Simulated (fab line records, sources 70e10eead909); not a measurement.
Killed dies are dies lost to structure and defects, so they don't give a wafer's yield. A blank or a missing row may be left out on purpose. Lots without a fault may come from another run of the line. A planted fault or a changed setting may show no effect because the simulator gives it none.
fab line records | flow nand_harc
record lots=24 wafers=72 last_day=24
route steps=1159 shown A_CONTACT@904
lots that met no fault: from a run of the same line without faults
start_h: hours from the record's first day to the start of the lot's first wafer shown | wait_h: hours since the lot's step before | " the same as in the row above | L1.1+2: a row that stands for several wafers | - no value, or no start given | * or withheld: withheld | < > ~ a bound
route shown NAME@n: a module of which the file shows steps, and the number in the route of the first | usual: mean/standard deviation of fault-free wafers | same: alike in all rows | chamber/n: place in a boat | sites: the reading at each site | _std_site: their standard deviation | _edge_site: outer sites' mean less inner sites' | radius_mm: how far each site lies from the wafer's centre | mask NAME#n: copy n | behind: the tool/chamber that last shaped the wafer | hold: why the lot was held/for how many hours/how that ended | device: the transistor (n, p or np) that didn't switch | end of line: the same wafers' tests at the end of the route | a step without rows: its recipe alone | killed: dies lost to structure and defects at the first sort, not the wafer's yield | map: a wafer's dies, x killed, . not, _ none there
set.NAME: the setting as run; set.NAME@STEP: as run at that earlier step | model.NAME: the simulator's own value behind a step, which no gauge read
steps of the route over a sample of lots; a table a step, a row a wafer
services: from which hour (start_h, from the record's first day; less than 0 if before it) a tool's chamber was out of use, for how many hours, and why
## steps
# step NHARC_A_CONTACT_ETCH_124
# recipe source_w=withheld pressure_mtorr=20 bias_v=withheld time_s=140 target_depth_a=7000 ar_flow_sccm=withheld c4f8_flow_sccm=withheld o2_flow_sccm=withheld chemistry=C4F8/O2/Ar
# columns lot.wafer tool chamber start_h wait_h rf_hours_counter_h
L076.4 har_cap_etch-03 0 373.90 - -
L076.6 " 1 " " -
L076.5 " 0 " " -
L074.2 har_cap_etch-02 1 385.29 - 9
L074.4 " 0 " " -
L074.6 " 0 " " -
L075.2 har_cap_etch-02 0 392.76 - 10
L075.1 " 1 " " 10
L075.6 " 1 " " -
L078.2 har_cap_etch-01 0 400.84 - 60
L078.4 " 0 " " -
L078.5 " 0 " " -
L077.1 har_cap_etch-01 1 404.66 - 61
L077.3 " 1 " " -
L077.5 " 1 " " -
L079.4 har_cap_etch-02 0 409.25 - -
L079.5 " 0 " " -
L079.6 " 1 " " -
L080.4 har_cap_etch-03 0 411.77 - -
L080.6 " 1 " " -
L080.5 " 0 " " -
L081.1 har_cap_etch-01 1 418.99 - 65
L081.3 " 0 " " -
L081.6 " 1 " " -
L082.2 har_cap_etch-03 1 422.76 - 94
L082.1 " 0 " " 94
L082.4 " 1 " " -
L084.1 har_cap_etch-01 1 434.99 0.7 67
L084.2 " 0 " " 67
L084.3 " 0 " " -
L083.1 har_cap_etch-03 1 437.54 - 97
L083.2 " 0 " " 97
L083.3 " 1 " " -
L087.1 har_cap_etch-03 1 444.65 - 98
L087.2 " 0 " " 98
L087.6 " 0 " " -
L086.4 har_cap_etch-01 1 446.66 - -
L086.3 " 0 " " -
L086.5 " 1 " " -
L085.1 har_cap_etch-01 1 455.60 - 72
L085.2 " 0 " " 72
L085.5 " 0 " " -
L090.1 har_cap_etch-03 1 460.45 - 101
L090.6 " 0 " " -
L090.5 " 1 " " -
L089.1 har_cap_etch-02 1 464.55 - 25
L089.4 " 0 " " -
L089.5 " 1 " " -
L088.1 har_cap_etch-03 0 473.97 - 103
L088.6 " 0 " " -
L088.5 " 1 " " -
L092.1 har_cap_etch-02 0 475.76 - 27
L092.3 " 0 " " -
L092.5 " 0 " " -
L091.1 har_cap_etch-01 1 488.21 - 77
L091.4 " 0 " " -
L091.5 " 1 " " -
L094.2 har_cap_etch-03 1 490.99 - 106
L094.4 " 1 " " -
L094.5 " 1 " " -
L093.2 har_cap_etch-01 0 492.96 - 78
L093.3 " 1 " " -
L093.6 " 1 " " -
L095.1 har_cap_etch-01 0 498.37 - 80
L095.4 " 0 " " -
L095.5 " 0 " " -
L096.2 har_cap_etch-01 1 502.84 - 81
L096.4 " 0 " " -
L096.5 " 0 " " -
L097.1 har_cap_etch-03 1 507.46 - 110
L097.2 " 0 " " 110
L097.3 " 1 " " -
# step NHARC_A_CONTACT_ETCH_125
# recipe source_w=withheld pressure_mtorr=20 bias_v=1200 time_s=155 target_depth_a=9560 ar_flow_sccm=withheld c4f8_flow_sccm=withheld o2_flow_sccm=withheld chemistry=C4F8/O2/Ar
# columns lot.wafer tool chamber start_h wait_h rf_hours_counter_h
L076.4 har_cap_etch-03 0 374.07 0.1 -
L076.6 " 1 " " -
L076.5 " 0 " " -
L074.2 har_cap_etch-02 1 385.48 0.2 9
L074.4 " 0 " " -
L074.6 " 0 " " -
L075.2 har_cap_etch-02 0 392.96 0.2 11
L075.1 " 1 " " 11
L075.6 " 1 " " -
L078.2 har_cap_etch-01 0 401.03 0.2 60
L078.4 " 0 " " -
L078.5 " 0 " " -
L077.1 har_cap_etch-01 1 404.85 0.2 61
L077.3 " 1 " " -
L077.5 " 1 " " -
L079.4 har_cap_etch-02 0 409.43 0.1 -
L079.5 " 0 " " -
L079.6 " 1 " " -
L080.4 har_cap_etch-03 0 411.94 0.1 -
L080.6 " 1 " " -
L080.5 " 0 " " -
L081.1 har_cap_etch-01 1 419.20 0.2 65
L081.3 " 0 " " -
L081.6 " 1 " " -
L082.2 har_cap_etch-03 1 422.96 0.2 94
L082.1 " 0 " " 94
L082.4 " 1 " " -
L084.1 har_cap_etch-01 1 435.19 0.2 67
L084.2 " 0 " " 67
L084.3 " 0 " " -
L083.1 har_cap_etch-03 1 437.74 0.2 97
L083.2 " 0 " " 97
L083.3 " 1 " " -
L087.1 har_cap_etch-03 1 444.85 0.2 98
L087.2 " 0 " " 98
L087.6 " 0 " " -
L086.4 har_cap_etch-01 1 446.84 0.1 -
L086.3 " 0 " " -
L086.5 " 1 " " -
L085.1 har_cap_etch-01 1 455.80 0.2 72
L085.2 " 0 " " 72
L085.5 " 0 " " -
L090.1 har_cap_etch-03 1 460.64 0.2 101
L090.6 " 0 " " -
L090.5 " 1 " " -
L089.1 har_cap_etch-02 1 464.75 0.2 25
L089.4 " 0 " " -
L089.5 " 1 " " -
L088.1 har_cap_etch-03 0 474.23 0.2 104
L088.6 " 0 " " -
L088.5 " 1 " " -
L092.1 har_cap_etch-02 0 475.95 0.2 27
L092.3 " 0 " " -
L092.5 " 0 " " -
L091.1 har_cap_etch-01 1 488.47 0.2 77
L091.4 " 0 " " -
L091.5 " 1 " " -
L094.2 har_cap_etch-03 1 491.25 0.2 106
L094.4 " 1 " " -
L094.5 " 1 " " -
L093.2 har_cap_etch-01 0 493.23 0.2 79
L093.3 " 1 " " -
L093.6 " 1 " " -
L095.1 har_cap_etch-01 0 498.63 0.2 80
L095.4 " 0 " " -
L095.5 " 0 " " -
L096.2 har_cap_etch-01 1 503.10 0.2 81
L096.4 " 0 " " -
L096.5 " 0 " " -
L097.1 har_cap_etch-03 1 507.82 0.3 110
L097.2 " 0 " " 110
L097.3 " 1 " " -
# step NHARC_A_CONTACT_ETCH_106
# recipe target_depth_a=600 overetch_a=60 time_s=33 ion_energy_ev=100 cf4_flow_sccm=80 o2_flow_sccm=20 ar_flow_sccm=0 rf_w=300 bias_w=100 chemistry=CF4/O2
# usual drypump_motor_current_A=5.7/0.48 mfc_ar_sccm=0.010/0.011 oes_f_703_au=1.000/0.0045 oes_product_au=0.997/0.0078 rf_vpp_V=197.7/1.2 showerhead_plenum_p_Torr=1.33/0.037 throttle_valve_pct=13.398/0.0095
# columns lot.wafer tool chamber start_h wait_h drypump_motor_current_A mfc_ar_sccm oes_f_703_au oes_product_au rf_hours_counter_h rf_vpp_V showerhead_plenum_p_Torr throttle_valve_pct
L076.4 rie_diel-13 3 376.22 0.1 5.1 0.026 0.999 0.994 16 196.6 1.31 13.401
L076.5 " 0 " " 5.6 0.002 1.003 1.001 - 196.5 1.34 13.403
L076.6 " 1 " " 6.1 0.007 1.001 0.999 - 197.1 1.32 13.406
L074.2 rie_diel-09 1 387.67 0.1 6.7 0.005 1.010 0.994 45 198.7 1.39 13.403
L074.4 " 2 " " 5.4 0.020 0.997 0.981 43 198.4 1.34 13.378
L074.6 " 1 " " 6.7 0.005 1.002 0.996 - 198.7 1.39 13.405
L075.1 rie_diel-13 0 395.17 0.1 5.6 0.002 0.993 1.004 16 198.6 1.34 13.402
L075.2 " 1 " " 6.1 0.007 0.998 1.010 19 197.8 1.32 13.404
L075.6 " 1 " " 6.1 0.007 1.009 0.998 - 197.4 1.32 13.389
L078.2 rie_diel-13 0 403.25 0.1 5.6 0.002 1.003 0.995 19 198.4 1.34 13.412
L078.4 " 3 " " 5.1 0.026 1.000 1.002 20 199.5 1.31 13.405
L078.5 " 1 " " 6.1 0.007 1.004 1.010 - 198.8 1.32 13.386
L077.3 rie_diel-11 1 407.13 0.1 5.3 0 1.006 1.001 10 196.2 1.26 13.412
L077.1 " 3 " " 5.0 0.011 0.991 1.000 10 197.3 1.31 13.384
L077.5 " 1 " " 5.4 0 1.006 1.010 - 196.1 1.26 13.405
L079.4 rie_diel-09 0 411.60 0.1 5.5 0.002 0.999 0.995 55 199.0 1.39 13.413
L079.5 " 3 " " 5.7 0.033 0.990 0.998 - 195.9 1.28 13.394
L079.6 " 0 " " 5.5 0.002 1.000 0.994 - 197.7 1.39 13.423
L080.4 rie_diel-11 0 414.09 0.1 6.0 0.001 0.998 1.002 12 199.5 1.32 13.395
L080.5 " 1 " " 5.3 0 0.997 1.005 - 195.8 1.26 13.412
L080.6 " 2 " " 6.0 0 1.002 0.993 - 196.9 1.37 13.398
L081.1 rie_diel-13 0 421.47 0.1 5.6 0.002 1.000 1.010 23 197.5 1.34 13.398
L081.3 " 2 " " 6.2 0 1.005 1.001 24 198.8 1.37 13.397
L081.6 " 0 " " 5.5 0.002 0.992 1.001 - 198.0 1.34 13.385
L082.4 rie_diel-09 1 425.18 0.1 6.7 0.005 1.001 0.987 57 198.8 1.39 13.395
L082.1 " 3 " " 5.7 0.033 0.995 1.010 56 197.4 1.28 13.385
L082.2 " 0 " " 5.5 0.002 1.008 1.007 58 199.7 1.39 13.409
L084.1 rie_diel-13 3 437.93 0.1 5.1 0.026 0.991 0.983 24 198.0 1.30 13.402
L084.2 " 0 " " 5.6 0.002 0.998 1.003 27 197.7 1.34 13.394
L084.3 " 0 " " 5.6 0.002 1.002 0.997 - 197.5 1.34 13.408
L083.2 rie_diel-13 3 440.16 0.1 5.1 0.026 0.989 0.992 24 196.2 1.30 13.385
L083.1 " 0 " " 5.6 0.002 1.002 1.000 28 196.9 1.34 13.384
L083.3 " 0 " " 5.6 0.002 1.000 0.999 - 197.3 1.34 13.399
L087.1 rie_diel-09 1 447.07 0.1 6.7 0.005 0.999 0.991 3 199.2 1.39 13.390
L087.2 " 0 " " 5.5 0.002 0.990 0.997 2 198.1 1.39 13.398
L087.6 " 1 " " 6.7 0.005 1.000 0.998 - 200.4 1.39 13.413
L086.4 rie_diel-09 0 449.14 0.1 5.5 0.002 1.004 1.002 3 199.0 1.39 13.393
L086.3 " 1 " " 6.7 0.005 0.997 0.994 4 199.2 1.39 13.387
L086.5 " 0 " " 5.4 0.002 1.002 1.005 - 199.3 1.39 13.394
L085.1 rie_diel-09 3 458.18 0.1 5.7 0.033 0.999 1.006 7 196.5 1.28 13.411
L085.2 " 1 " " 6.7 0.005 1.002 0.986 8 198.8 1.39 13.385
L085.5 " 3 " " 5.7 0.033 1.000 0.992 - 196.1 1.28 13.397
L090.1 rie_diel-13 2 462.83 0.1 6.1 0 1.002 0.983 0 199.2 1.37 13.414
L090.6 " 2 " " 6.1 0 1.004 0.994 - 199.7 1.37 13.398
L090.5 " 3 " " 5.1 0.026 1.002 0.996 - 197.9 1.30 13.402
L089.1 rie_diel-13 2 467.14 0.0 6.1 0 1.003 0.994 2 199.0 1.37 13.382
L089.4 " 0 " " 5.6 0.002 0.994 0.993 2 198.3 1.34 13.399
L089.5 " 3 " " 5.1 0.026 1.005 0.999 - 196.6 1.30 13.406
L088.1 rie_diel-09 0 477.40 0.1 5.5 0.002 1.011 0.994 10 199.3 1.39 13.398
L088.6 " 2 " " 5.4 0.020 1.006 0.989 - 198.1 1.34 13.393
L088.5 " 3 " " 5.7 0.033 0.998 0.985 - 196.0 1.28 13.391
L092.1 rie_diel-11 0 478.16 0.0 6.0 0.001 1.000 1.000 39 197.5 1.32 13.411
L092.3 " 3 " " 5.0 0.011 1.002 1.008 38 195.5 1.31 13.384
L092.5 " 0 " " 6.0 0.001 0.995 1.006 - 197.2 1.32 13.401
L091.4 rie_diel-11 0 491.20 0.1 6.0 0.001 1.002 1.012 42 197.2 1.32 13.403
L091.1 " 3 " " 5.0 0.011 1.003 1.012 41 196.9 1.30 13.408
L091.5 " 1 " " 5.3 0 1.010 1.009 - 196.8 1.25 13.402
L094.4 rie_diel-13 1 493.92 0.1 6.1 0.007 1.001 0.993 5 197.6 1.32 13.416
L094.2 " 2 " " 6.1 0 0.996 1.008 6 198.2 1.37 13.388
L094.5 " 2 " " 6.2 0 1.002 0.992 - 200.2 1.37 13.396
L093.3 rie_diel-09 2 495.91 0.1 5.4 0.020 1.007 0.999 15 198.2 1.33 13.401
L093.2 " 3 " " 5.7 0.033 0.999 1.002 18 195.6 1.28 13.393
L093.6 " 3 " " 5.7 0.033 0.997 0.991 - 195.9 1.28 13.402
L095.1 rie_diel-13 2 501.53 0.1 6.2 0 1.001 1.001 8 198.4 1.37 13.401
L095.4 " 0 " " 5.6 0.002 0.997 0.996 7 198.5 1.33 13.406
L095.5 " 2 " " 6.2 0 1.002 1.000 - 197.3 1.37 13.386
L096.4 rie_diel-13 1 505.76 0.1 6.1 0.007 0.991 0.995 8 197.5 1.32 13.415
L096.2 " 3 " " 5.0 0.026 0.998 1.008 8 195.7 1.30 13.398
L096.5 " 0 " " 5.5 0.002 1.001 1.010 - 197.9 1.33 13.385
L097.1 rie_diel-13 2 511.43 0.1 6.1 0 1.002 0.994 10 197.4 1.37 13.409
L097.2 " 3 " " 5.1 0.026 0.993 0.999 10 197.2 1.30 13.396
L097.3 " 1 " " 6.1 0.007 0.998 0.998 9 198.0 1.32 13.394
# step NHARC_A_CONTACT_ETCH_30
# recipe target_depth_a=605 time_s=30.2 cf4_flow_sccm=100 chf3_flow_sccm=30 ar_flow_sccm=0 rf_w=500 bias_w=200 chemistry=CF4/CHF3
# usual drypump_motor_current_A=5.8/0.47 mfc_ar_sccm=0.008/0.01 oes_product_au=0.930/0.018 rf_vpp_V=370.5/1.5 showerhead_plenum_p_Torr=1.57/0.038 throttle_valve_pct=16.802/0.0089
# columns lot.wafer tool chamber start_h wait_h drypump_motor_current_A mfc_ar_sccm oes_product_au rf_hours_counter_h rf_vpp_V showerhead_plenum_p_Torr throttle_valve_pct
L076.4 rie_diel-11 3 - - 5.0 0.011 0.969 1 368.3 1.55 16.794
L076.5 " 2 " " 6.0 0 0.973 - 372.4 1.61 16.814
L076.6 " 3 " " 5.0 0.011 0.962 - 370.1 1.55 16.800
L074.4 rie_diel-13 3 - - 5.1 0.026 0.928 17 367.7 1.54 16.799
L074.2 " 0 " " 5.6 0.002 0.935 16 370.0 1.58 16.799
L074.6 " 3 " " 5.1 0.026 0.915 - 369.8 1.54 16.797
L075.2 rie_diel-13 1 - - 6.1 0.007 0.923 20 369.5 1.56 16.814
L075.1 " 0 " " 5.6 0.002 0.931 17 369.9 1.58 16.787
L075.6 " 2 " " 6.2 0 0.925 - 371.7 1.61 16.796
L078.2 rie_diel-11 2 - - 5.9 0 0.936 12 371.9 1.61 16.818
L078.4 " 3 " " 5.0 0.011 0.948 11 369.4 1.55 16.808
L078.5 " 1 " " 5.3 0 0.960 - 369.7 1.49 16.793
L077.3 rie_diel-11 3 - - 5.0 0.011 0.919 13 369.6 1.55 16.801
L077.1 " 0 " " 6.0 0.001 0.921 12 369.9 1.56 16.799
L077.5 " 0 " " 6.0 0.001 0.919 - 370.5 1.56 16.800
L079.4 rie_diel-13 2 - - 6.2 0 0.912 23 371.3 1.61 16.809
L079.6 " 2 " " 6.1 0 0.921 - 372.1 1.61 16.799
L079.5 " 3 " " 5.1 0.026 0.908 - 369.6 1.54 16.802
L080.4 rie_diel-13 3 - - 5.1 0.026 0.918 23 369.5 1.54 16.801
L080.6 " 2 " " 6.1 0 0.921 - 371.1 1.61 16.828
L080.5 " 3 " " 5.1 0.026 0.924 - 370.9 1.54 16.792
L081.3 rie_diel-13 1 - - 6.1 0.007 0.928 26 369.7 1.56 16.810
L081.1 " 0 " " 5.6 0.002 0.928 24 369.8 1.58 16.803
L081.6 " 2 " " 6.2 0 0.918 - 372.7 1.61 16.810
L082.1 rie_diel-13 0 - - 5.6 0.002 0.933 25 370.2 1.58 16.796
L082.2 " 1 " " 6.1 0.007 0.931 27 370.5 1.56 16.801
L082.4 " 1 " " 6.1 0.007 0.928 - 371.5 1.56 16.799
L084.3 rie_diel-11 3 - - 5.0 0.011 0.951 24 368.5 1.54 16.799
L084.2 " 1 " " 5.3 0 0.951 24 368.9 1.48 16.808
L084.1 " 2 " " 6.0 0 0.947 25 371.6 1.61 16.804
L083.3 rie_diel-11 1 - - 5.3 0 0.925 25 368.6 1.48 16.807
L083.2 " 2 " " 6.0 0 0.917 26 370.5 1.60 16.815
L083.1 " 3 " " 5.0 0.011 0.931 26 369.6 1.54 16.800
L087.1 rie_diel-13 1 - - 6.1 0.007 0.921 31 369.5 1.56 16.793
L087.2 " 3 " " 5.1 0.026 0.912 27 370.9 1.54 16.816
L087.6 " 1 " " 6.1 0.007 0.926 - 369.8 1.56 16.820
L086.3 rie_diel-09 1 - - 6.7 0.005 0.909 6 372.7 1.63 16.795
L086.4 " 2 " " 5.4 0.020 0.908 - 371.1 1.58 16.806
L086.5 " 3 " " 5.7 0.033 0.922 - 366.0 1.51 16.804
L085.1 rie_diel-09 2 - - 5.4 0.020 0.917 8 371.2 1.57 16.796
L085.2 " 0 " " 5.5 0.002 0.923 4 371.7 1.64 16.787
L085.5 " 2 " " 5.4 0.020 0.917 - 371.4 1.57 16.790
L090.1 rie_diel-13 1 - - 6.1 0.007 0.928 1 367.9 1.55 16.796
L090.5 " 2 " " 6.2 0 0.917 - 370.9 1.61 16.803
L090.6 " 3 " " 5.1 0.026 0.925 - 368.7 1.54 16.813
L089.1 rie_diel-13 1 - - 6.1 0.007 0.921 2 371.0 1.55 16.799
L089.4 " 2 " " 6.1 0 0.911 3 371.2 1.61 16.807
L089.5 " 1 " " 6.1 0.007 0.917 - 369.8 1.55 16.786
L088.1 rie_diel-13 0 - - 5.6 0.002 0.984 5 371.9 1.57 16.801
L088.6 " 1 " " 6.1 0.007 0.961 - 371.5 1.55 16.817
L088.5 " 2 " " 6.2 0 0.968 - 372.2 1.61 16.809
L092.1 rie_diel-09 2 - - 5.4 0.020 0.973 14 370.2 1.57 16.807
L092.3 " 1 " " 6.7 0.005 0.950 16 371.6 1.63 16.803
L092.5 " 3 " " 5.7 0.033 0.974 - 369.3 1.51 16.803
L091.1 rie_diel-09 0 - - 5.5 0.002 0.912 15 373.7 1.63 16.786
L091.4 " 1 " " 6.7 0.005 0.913 20 371.5 1.63 16.801
L091.5 " 1 " " 6.7 0.005 0.912 - 372.7 1.63 16.799
L094.4 rie_diel-13 0 - - 5.6 0.002 0.926 6 370.7 1.57 16.806
L094.2 " 1 " " 6.1 0.007 0.920 6 369.6 1.55 16.790
L094.5 " 0 " " 5.6 0.002 0.933 - 371.7 1.57 16.796
L093.2 rie_diel-09 0 - - 5.5 0.002 0.920 18 373.0 1.63 16.809
L093.3 " 1 " " 6.7 0.005 0.919 22 372.3 1.63 16.804
L093.6 " 0 " " 5.5 0.002 0.919 - 373.3 1.63 16.800
L095.4 rie_diel-13 3 - - 5.1 0.026 0.933 8 370.7 1.53 16.805
L095.1 " 0 " " 5.6 0.002 0.924 7 370.7 1.57 16.808
L095.5 " 1 " " 6.1 0.007 0.928 - 370.9 1.55 16.804
L096.2 rie_diel-13 2 - - 6.1 0 0.919 9 371.6 1.61 16.808
L096.4 " 0 " " 5.6 0.002 0.919 8 370.7 1.57 16.810
L096.5 " 1 " " 6.1 0.007 0.918 - 371.3 1.55 16.805
L097.3 rie_diel-13 0 - - 5.6 0.002 0.921 9 369.5 1.57 16.793
L097.1 " 2 " " 6.1 0 0.923 10 372.3 1.61 16.789
L097.2 " 3 " " 5.1 0.026 0.930 10 369.0 1.53 16.780
# step NHARC_A_CONTACT_ETCH_134
# recipe source_w=withheld pressure_mtorr=20 bias_v=withheld time_s=140 target_depth_a=7000 ar_flow_sccm=withheld c4f8_flow_sccm=withheld o2_flow_sccm=withheld chemistry=C4F8/O2/Ar
# columns lot.wafer tool chamber start_h wait_h rf_hours_counter_h
L076.4 har_cap_etch-02 0 380.84 - -
L076.5 " 1 " " -
L076.6 " 0 " " -
L074.2 har_cap_etch-03 1 392.22 - 89
L074.4 " 0 " " -
L074.6 " 1 " " -
L075.2 har_cap_etch-02 1 398.93 - 12
L075.1 " 0 " " 12
L075.6 " 0 " " -
L078.2 har_cap_etch-03 1 408.59 - 92
L078.4 " 1 " " -
L078.5 " 0 " " -
L077.1 har_cap_etch-01 0 416.53 - 64
L077.3 " 1 " " -
L077.5 " 0 " " -
L079.4 har_cap_etch-02 1 417.85 - -
L079.5 " 1 " " -
L079.6 " 0 " " -
L080.4 har_cap_etch-02 0 419.18 - -
L080.5 " 0 " " -
L080.6 " 1 " " -
L081.1 har_cap_etch-02 0 425.92 - 18
L081.3 " 1 " " -
L081.6 " 0 " " -
L082.2 har_cap_etch-02 0 429.28 - 18
L082.1 " 1 " " 18
L082.4 " 1 " " -
L084.2 har_cap_etch-02 0 442.16 - 20
L084.1 " 1 " " 20
L084.3 " 0 " " -
L083.2 har_cap_etch-01 0 445.32 - 70
L083.1 " 1 " " 70
L083.3 " 1 " " -
L087.2 har_cap_etch-03 0 452.64 - 99
L087.1 " 1 " " 99
L087.6 " 0 " " -
L086.4 har_cap_etch-03 1 455.89 - -
L086.3 " 0 " " -
L086.5 " 0 " " -
L085.1 har_cap_etch-01 1 461.84 - 73
L085.2 " 0 " " 73
L085.5 " 0 " " -
L090.1 har_cap_etch-01 0 466.81 - 74
L090.5 " 1 " " -
L090.6 " 0 " " -
L089.1 har_cap_etch-01 1 473.09 - 74
L089.4 " 1 " " -
L089.5 " 1 " " -
L088.1 har_cap_etch-01 0 485.06 - 76
L088.6 " 1 " " -
L088.5 " 0 " " -
L092.1 har_cap_etch-02 0 486.23 - 30
L092.3 " 1 " " -
L092.5 " 1 " " -
L091.1 har_cap_etch-02 0 495.10 - 32
L091.4 " 0 " " -
L091.5 " 1 " " -
L094.2 har_cap_etch-02 1 499.49 - 32
L094.4 " 1 " " -
L094.5 " 1 " " -
L093.2 har_cap_etch-02 0 500.61 - 33
L093.3 " 0 " " -
L093.6 " 1 " " -
L095.1 har_cap_etch-02 0 505.38 - 34
L095.4 " 1 " " -
L095.5 " 1 " " -
L096.2 har_cap_etch-02 1 510.15 - 34
L096.4 " 1 " " -
L096.5 " 0 " " -
L097.1 har_cap_etch-03 1 515.24 - 111
L097.2 " 0 " " 111
L097.3 " 0 " " -
# step NHARC_A_CONTACT_CVD_19
# recipe target_thk_a=3000 temp_c=300 pressure_torr=40 wf6_flow_sccm=40 h2_flow_sccm=1600 ar_flow_sccm=1560 time_s=802 material=W
# usual heater_power_w=486/56 mfc_ar_sccm=1561/4.6 throttle_valve_pct=7.77/0.25
# columns lot.wafer tool chamber start_h wait_h heater_power_w mfc_ar_sccm throttle_valve_pct
L076.4 cvd_w-01 0 - - 530 1557 7.99
L076.5 " 0 " " 523 1555 8.16
L076.6 " 1 " " 394 1557 7.58
L074.2 cvd_w-02 0 - - 520 1559 7.58
L074.4 " 1 " " 499 1567 7.84
L074.6 " 1 " " 490 1563 7.85
L075.1 cvd_w-02 1 - - 473 1563 7.95
L075.2 " 0 " " 521 1566 7.33
L075.6 " 1 " " 480 1564 7.71
L078.2 cvd_w-02 0 - - 535 1554 7.37
L078.4 " 0 " " 521 1558 7.39
L078.5 " 0 " " 526 1563 7.67
L077.1 cvd_w-01 0 - - 521 1558 8.19
L077.3 " 0 " " 543 1560 8.06
L077.5 " 0 " " 542 1556 8.39
L079.4 cvd_w-02 0 - - 514 1558 7.51
L079.5 " 1 " " 496 1558 7.93
L079.6 " 0 " " 525 1558 7.35
L080.4 cvd_w-01 1 - - 386 1558 7.64
L080.6 " 0 " " 537 1558 8.13
L080.5 " 1 " " 393 1557 7.48
L081.1 cvd_w-02 1 - - 484 1562 7.75
L081.3 " 0 " " 532 1554 7.47
L081.6 " 0 " " 518 1558 7.60
L082.1 cvd_w-02 0 - - 524 1549 7.61
L082.2 " 1 " " 477 1564 7.93
L082.4 " 1 " " 490 1556 7.81
L084.2 cvd_w-02 0 - - 517 1564 7.39
L084.1 " 1 " " 488 1562 7.83
L084.3 " 1 " " 475 1563 8.03
L083.2 cvd_w-02 1 - - 497 1555 7.88
L083.1 " 0 " " 515 1550 7.55
L083.3 " 0 " " 524 1563 7.35
L087.1 cvd_w-02 0 - - 525 1567 7.37
L087.2 " 1 " " 505 1563 8.03
L087.6 " 0 " " 533 1563 7.42
L086.4 cvd_w-01 0 - - 547 1564 8.12
L086.3 " 1 " " 386 1561 7.78
L086.5 " 0 " " 520 1561 8.15
L085.1 cvd_w-01 0 - - 533 1554 8.37
L085.2 " 1 " " 383 1559 7.68
L085.5 " 0 " " 526 1554 8.25
L090.1 cvd_w-01 1 - - 393 1557 7.52
L090.6 " 0 " " 515 1560 8.03
L090.5 " 1 " " 389 1562 7.60
L089.1 cvd_w-02 1 - - 490 1565 8.00
L089.4 " 0 " " 537 1564 7.39
L089.5 " 0 " " 523 1561 7.81
L088.1 cvd_w-01 1 - - 376 1563 7.74
L088.5 " 0 " " 508 1565 7.92
L088.6 " 1 " " 365 1564 7.74
L092.1 cvd_w-01 0 - - 511 1566 7.82
L092.3 " 1 " " 372 1562 7.66
L092.5 " 0 " " 515 1558 7.82
L091.1 cvd_w-02 0 - - 537 1557 7.30
L091.4 " 0 " " 550 1558 7.53
L091.5 " 1 " " 484 1560 7.83
L094.2 cvd_w-01 0 - - 514 1562 7.89
L094.4 " 0 " " 510 1565 7.82
L094.5 " 0 " " 523 1563 8.23
L093.2 cvd_w-02 1 - - 501 1562 8.15
L093.3 " 0 " " 525 1568 7.64
L093.6 " 0 " " 540 1560 7.38
L095.1 cvd_w-02 0 - - 533 1559 7.72
L095.4 " 0 " " 514 1555 7.66
L095.5 " 1 " " 493 1562 7.83
L096.2 cvd_w-01 1 - - 372 1557 7.66
L096.4 " 1 " " 367 1560 7.74
L096.5 " 1 " " 371 1559 7.47
L097.2 cvd_w-02 1 - - 490 1563 7.86
L097.1 " 0 " " 523 1555 7.58
L097.3 " 0 " " 540 1555 7.46
## services
# columns tool chamber start_h hours kind
cvd_w-01 - 349.92 0.3 repair
cvd_w-01 - 350.75 2.6 repair
har_cap_etch-02 - 351.16 0.7 repair
rie_diel-11 1 352.19 8.8 repair
rie_diel-13 0 358.52 - clean
rie_diel-13 1 358.52 - clean
rie_diel-13 2 358.52 - clean
rie_diel-13 3 358.52 - clean
cvd_w-02 0 363.96 1.8 repair
rie_diel-11 - 367.85 9.0 pm
rie_diel-13 - 369.96 1.1 repair
cvd_w-02 - 376.77 13.0 pm
rie_diel-09 - 407.74 0.8 repair
har_cap_etch-03 - 413.83 5.9 repair
rie_diel-09 - 414.50 0.5 repair
rie_diel-13 3 421.97 15.2 repair
cvd_w-01 0 429.03 9.8 repair
rie_diel-13 2 430.23 30.7 repair
rie_diel-09 - 432.03 9.0 pm
rie_diel-13 1 435.15 6.1 repair
rie_diel-09 0 449.41 8.0 repair
rie_diel-13 - 453.00 9.0 pm
cvd_w-01 - 476.67 13.0 pm
rie_diel-13 0 487.25 4.7 repair
## key
fault none
